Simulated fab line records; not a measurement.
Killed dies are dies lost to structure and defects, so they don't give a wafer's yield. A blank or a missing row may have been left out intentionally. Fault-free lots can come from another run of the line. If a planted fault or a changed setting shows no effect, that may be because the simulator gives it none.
Which tool is to blame? | flow n5_finfet | 36 wafers sampled from 12 lots at 1 step of a route of 1938

## WHAT THE GAUGES READ, wafer by wafer
N5_SD_EPI_N_INSPECT_11: inspects for defects (macro).
lot  | measured    | on                | raw_defect_count
L075 | day 3 07:43 | defect_inspect-01 | 2 3 1
L077 | day 3 20:49 | defect_inspect-01 | 0 1 0
L079 | day 4 07:33 | defect_inspect-01 | 2 3 2
L081 | day 4 17:31 | defect_inspect-01 | 1 2 2
L083 | day 5 11:46 | defect_inspect-01 | 0 1 0
L085 | day 5 23:49 | defect_inspect-02 | 4 4 2
L087 | day 6 13:56 | defect_inspect-02 | 4 0 3
L089 | day 6 21:40 | defect_inspect-01 | 1 0 3
L091 | day 7 08:05 | defect_inspect-01 | 2 0 4
L093 | day 7 17:34 | defect_inspect-01 | 2 1 2
L095 | day 8 09:34 | defect_inspect-01 | 3 1 2
L097 | day 8 19:25 | defect_inspect-02 | 1 3 0

## WHICH TOOL RAN EACH LOT (tool, then ch and the chambers of the sampled wafers, then the start)
The record shows no process step preceding these readings.

## THE ANSWER, worked out from the rows above alone
Rule: the usual values come from the lots themselves. The widest of any qualifying gaps counts: lots, ordered by their means at a reading, are off when they make up no more than a third of the lots, leave a main group of 4 or more, and stand apart from it by 3 or more times the standard deviation of that group's means. The tables above print the reading to a certain number of digits; a main group whose means all agree to those digits is not used. A lot without any number at a reading at which 4 lots or more have one is off too. Any other lot the step has rows for is counted as sound.
No lot is off on any of the readings shown, so nothing can be concluded from this.

## WHAT THE SIMULATOR HAD PUT IN
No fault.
